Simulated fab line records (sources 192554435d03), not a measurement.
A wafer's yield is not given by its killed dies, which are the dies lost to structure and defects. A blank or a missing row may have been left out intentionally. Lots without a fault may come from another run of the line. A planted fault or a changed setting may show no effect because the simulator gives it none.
Tool commonality check || flow n5Finfet || Sampled: 10 lots, 29 wafers

WHY IT WAS OPENED
At N5_BEOL_M4_THK_MEAS_01 the reading M4_ILD_THK is flagged on 3 of 10 lots. Wafers without a fault read 79.2 nm, standard deviation 0.99.
Rule: flag the lot when none of its wafers has a number, or when each of its wafers that has one lies beyond 4 standard deviations from that mean. The other lots count as sound.

{"lot": "L523", "measured": "day 7 08:52", "on": "filmMetro-02", "M4_ILD_THK (nm), wafer by wafer": "78.3 78.8 79.5", "flag": ""}
{"lot": "L524", "measured": "day 8 03:21", "on": "filmMetro-02", "M4_ILD_THK (nm), wafer by wafer": "77.8 79.1 79.0", "flag": ""}
{"lot": "L528", "measured": "day 8 17:48", "on": "filmMetro-01", "M4_ILD_THK (nm), wafer by wafer": "79.4 78.0 78.7", "flag": ""}
{"lot": "L530", "measured": "day 9 16:34", "on": "filmMetro-01", "M4_ILD_THK (nm), wafer by wafer": "79.2 78.1 81.4", "flag": ""}
{"lot": "L532", "measured": "day 9 18:04", "on": "filmMetro-01", "M4_ILD_THK (nm), wafer by wafer": "78.5 80.0 80.6", "flag": ""}
{"lot": "L533", "measured": "day 9 20:45", "on": "filmMetro-01", "M4_ILD_THK (nm), wafer by wafer": "78.9 78.3 79.4", "flag": ""}
{"lot": "L538", "measured": "day 11 12:00", "on": "filmMetro-01", "M4_ILD_THK (nm), wafer by wafer": "145.7 142.8 144.7", "flag": "FLAGGED"}
{"lot": "L539", "measured": "day 11 16:41", "on": "filmMetro-01", "M4_ILD_THK (nm), wafer by wafer": "142.4 145.6 146.0", "flag": "FLAGGED"}
{"lot": "L541", "measured": "day 11 18:39", "on": "filmMetro-02", "M4_ILD_THK (nm), wafer by wafer": "78.9 80.3", "flag": ""}
{"lot": "L540", "measured": "day 11 19:23", "on": "filmMetro-01", "M4_ILD_THK (nm), wafer by wafer": "142.4 144.5 144.8", "flag": "FLAGGED"}
The mean of the flagged lots' numbers is 144.3 nm, +65.1 nm from the usual (+66 standard deviations).

WHICH TOOL EACH LOT WENT THROUGH
Before the reading, the record contains 3 process steps out of a 1938-step route. Every cell lists first the tool, next ch and the chambers used by the sampled wafers, and last the start.
{"lot": "L523", "flag": "", "N5_BEOL_M3_ANNEAL_95": "pvdSputter-01, day 7 07:29", "N5_BEOL_M3_CO_CAP_55": "cvdCo-01 ch 1,2, day 7 08:31", "N5_BEOL_M4_ILD_DEP_00": "pecvd-01 ch 1,2, day 7 08:47"}
{"lot": "L524", "flag": "", "N5_BEOL_M3_ANNEAL_95": "pvdSputter-02, day 8 01:59", "N5_BEOL_M3_CO_CAP_55": "cvdCo-01 ch 0,2, day 8 02:59", "N5_BEOL_M4_ILD_DEP_00": "pecvd-01 ch 0,2, day 8 03:16"}
{"lot": "L528", "flag": "", "N5_BEOL_M3_ANNEAL_95": "pvdSputter-02, day 8 16:28", "N5_BEOL_M3_CO_CAP_55": "cvdCo-01 ch 1,2, day 8 17:29", "N5_BEOL_M4_ILD_DEP_00": "pecvd-04 ch 0,1, day 8 17:44"}
{"lot": "L530", "flag": "", "N5_BEOL_M3_ANNEAL_95": "pvdSputter-02, day 9 14:57", "N5_BEOL_M3_CO_CAP_55": "cvdCo-01 ch 0,1,2, day 9 16:15", "N5_BEOL_M4_ILD_DEP_00": "pecvd-03 ch 0,1, day 9 16:30"}
{"lot": "L532", "flag": "", "N5_BEOL_M3_ANNEAL_95": "pvdSputter-01, day 9 16:44", "N5_BEOL_M3_CO_CAP_55": "cvdCo-01 ch 0,1,2, day 9 17:45", "N5_BEOL_M4_ILD_DEP_00": "pecvd-01 ch 0,1,2, day 9 17:59"}
{"lot": "L533", "flag": "", "N5_BEOL_M3_ANNEAL_95": "pvdSputter-01, day 9 19:25", "N5_BEOL_M3_CO_CAP_55": "cvdCo-02 ch 0,1,2, day 9 20:25", "N5_BEOL_M4_ILD_DEP_00": "pecvd-04 ch 0,1, day 9 20:40"}
{"lot": "L538", "flag": "FLAGGED", "N5_BEOL_M3_ANNEAL_95": "pvdSputter-01, day 11 10:40", "N5_BEOL_M3_CO_CAP_55": "cvdCo-02 ch 0,1,2, day 11 11:41", "N5_BEOL_M4_ILD_DEP_00": "pecvd-01 ch 0,2, day 11 11:56"}
{"lot": "L539", "flag": "FLAGGED", "N5_BEOL_M3_ANNEAL_95": "pvdSputter-03, day 11 15:22", "N5_BEOL_M3_CO_CAP_55": "cvdCo-01 ch 1,2, day 11 16:22", "N5_BEOL_M4_ILD_DEP_00": "pecvd-01 ch 0,1, day 11 16:37"}
{"lot": "L541", "flag": "", "N5_BEOL_M3_ANNEAL_95": "pvdSputter-03, day 11 17:20", "N5_BEOL_M3_CO_CAP_55": "cvdCo-01 ch 0, day 11 18:20", "N5_BEOL_M4_ILD_DEP_00": "pecvd-03 ch 0,2, day 11 18:35"}
{"lot": "L540", "flag": "FLAGGED", "N5_BEOL_M3_ANNEAL_95": "pvdSputter-01, day 11 18:03", "N5_BEOL_M3_CO_CAP_55": "cvdCo-02 ch 0,1, day 11 19:04", "N5_BEOL_M4_ILD_DEP_00": "pecvd-01 ch 0,2, day 11 19:19"}
What the steps here do:
- N5_BEOL_M3_ANNEAL_95: time 240 s.
- N5_BEOL_M3_CO_CAP_55: material Co, precursor CCTBA/H2, target thk 2 nm, time 102.1 s.
- N5_BEOL_M4_ILD_DEP_00: deposits SiOC from DEMS/O2, target thk 79 nm, time 15.3 s.
- N5_BEOL_M4_THK_MEAS_01

FLAGGED OVER TOTAL, TOOL BY TOOL (the gauges that took the reading come last)
{"step": "N5_BEOL_M3_ANNEAL_95", "tool": "pvdSputter-01", "lots run": 5, "flagged": 2, "share of the flagged lots": "some", "sound lots run after its first flagged lot": 0}
{"step": "N5_BEOL_M3_ANNEAL_95", "tool": "pvdSputter-02", "lots run": 3, "flagged": 0, "share of the flagged lots": "none", "sound lots run after its first flagged lot": "-"}
{"step": "N5_BEOL_M3_ANNEAL_95", "tool": "pvdSputter-03", "lots run": 2, "flagged": 1, "share of the flagged lots": "some", "sound lots run after its first flagged lot": "1 (L541)"}
{"step": "N5_BEOL_M3_CO_CAP_55", "tool": "cvdCo-01", "lots run": 7, "flagged": 1, "share of the flagged lots": "some", "sound lots run after its first flagged lot": "1 (L541)"}
{"step": "N5_BEOL_M3_CO_CAP_55", "tool": "cvdCo-02", "lots run": 3, "flagged": 2, "share of the flagged lots": "some", "sound lots run after its first flagged lot": 0}
{"step": "N5_BEOL_M4_ILD_DEP_00", "tool": "pecvd-01", "lots run": 6, "flagged": 3, "share of the flagged lots": "all", "sound lots run after its first flagged lot": 0}
{"step": "N5_BEOL_M4_ILD_DEP_00", "tool": "pecvd-03", "lots run": 2, "flagged": 0, "share of the flagged lots": "none", "sound lots run after its first flagged lot": "-"}
{"step": "N5_BEOL_M4_ILD_DEP_00", "tool": "pecvd-04", "lots run": 2, "flagged": 0, "share of the flagged lots": "none", "sound lots run after its first flagged lot": "-"}
{"step": "N5_BEOL_M4_THK_MEAS_01", "tool": "filmMetro-01", "lots run": 7, "flagged": 3, "share of the flagged lots": "all", "sound lots run after its first flagged lot": 0}
{"step": "N5_BEOL_M4_THK_MEAS_01", "tool": "filmMetro-02", "lots run": 3, "flagged": 0, "share of the flagged lots": "none", "sound lots run after its first flagged lot": "-"}

WHAT THE TABLE PERMITS
pecvd-01 at N5_BEOL_M4_ILD_DEP_00 and filmMetro-01 at N5_BEOL_M4_THK_MEAS_01 are the 2 rows of the table that ran each flagged lot.
- pecvd-01 at N5_BEOL_M4_ILD_DEP_00 ran 6 lots, 3 of them flagged. It ran its last sound lot, L532, at day 9 17:59 and its first flagged lot, L538, at day 11 11:56: a fault with its onset between the two fits.
- filmMetro-01 at N5_BEOL_M4_THK_MEAS_01 ran 7 lots, 3 of them flagged. It ran its last sound lot, L533, at day 9 20:45 and its first flagged lot, L538, at day 11 12:00: a fault with its onset between the two fits.
A lot count leaves these 2 tools indistinguishable: every one of them fits a fault beginning at some hour. More lots, or a look at what each step does to the wafer, might.

WHAT THE SIMULATOR HAD PUT IN
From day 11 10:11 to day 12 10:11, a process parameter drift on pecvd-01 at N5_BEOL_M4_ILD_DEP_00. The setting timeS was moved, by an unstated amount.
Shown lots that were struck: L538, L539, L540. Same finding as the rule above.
